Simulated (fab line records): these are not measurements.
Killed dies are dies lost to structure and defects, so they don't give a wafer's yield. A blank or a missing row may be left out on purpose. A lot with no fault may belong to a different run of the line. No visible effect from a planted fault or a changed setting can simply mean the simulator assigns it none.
Chamber matching -- flow nand-harc -- NHARC_P_M0_DESCUM_14 on rie-diel-02: 4 sister chambers
The step chemistry O2, time 3 s. 4 wafers are shown with their chamber, then 12 later ones without.

== WAFERS, EACH WITH ITS CHAMBER ==
wafer,chamber,oes-product-au (a.u.)
L088.1,1,1.008
L088.4,3,0.999
L086.5,2,0.998
L086.6,0,1.014

== WAFERS WITHOUT THEIR CHAMBER ==
wafer,oes-product-au (a.u.)
L090.1,1.003
L090.4,1.011
L090.6,1.011
L091.1,1.006
L091.2,1.003
L091.3,1.009
L094.2,1.003
L094.4,1.013
L094.6,1.013
L095.2,1.004
L095.5,0.993
L095.6,0.981

== WHICH CHAMBER EACH ONE RAN IN ==
wafer,from the rows above,in truth
L090.1,can't be placed: 3 or 2 or 1 or 0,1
L090.4,can't be placed: 1 or 0 or 3 or 2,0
L090.6,can't be placed: 1 or 0 or 3 or 2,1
L091.1,can't be placed: 1 or 3 or 0 or 2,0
L091.2,can't be placed: 3 or 2 or 1 or 0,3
L091.3,can't be placed: 1 or 0 or 3 or 2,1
L094.2,can't be placed: 3 or 2 or 1 or 0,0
L094.4,can't be placed: 0 or 1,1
L094.6,can't be placed: 0 or 1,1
L095.2,can't be placed: 1 or 3 or 2 or 0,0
L095.5,can't be placed: 2 or 3 or 1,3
L095.6,can't be placed: 2 or 3 or 1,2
0 of 12 placed correctly. Not placeable from these rows: 12 (in 12, the candidates include the true chamber). Number placed wrongly: 0.
How it was worked out, from the rows above alone: a wafer's distance from a chamber is the root of the sum, over the readings, of the square of ((its reading less the chamber's mean) divided by the reading's scatter). The wafer belongs to the nearest chamber; if the next one is less than 2 further off, it can't be placed. For every chamber, the mean is computed from those of its wafers that are shown. The scatter: root of mean squared gap, hidden wafer to nearest shown wafer, with one shown wafer a chamber.
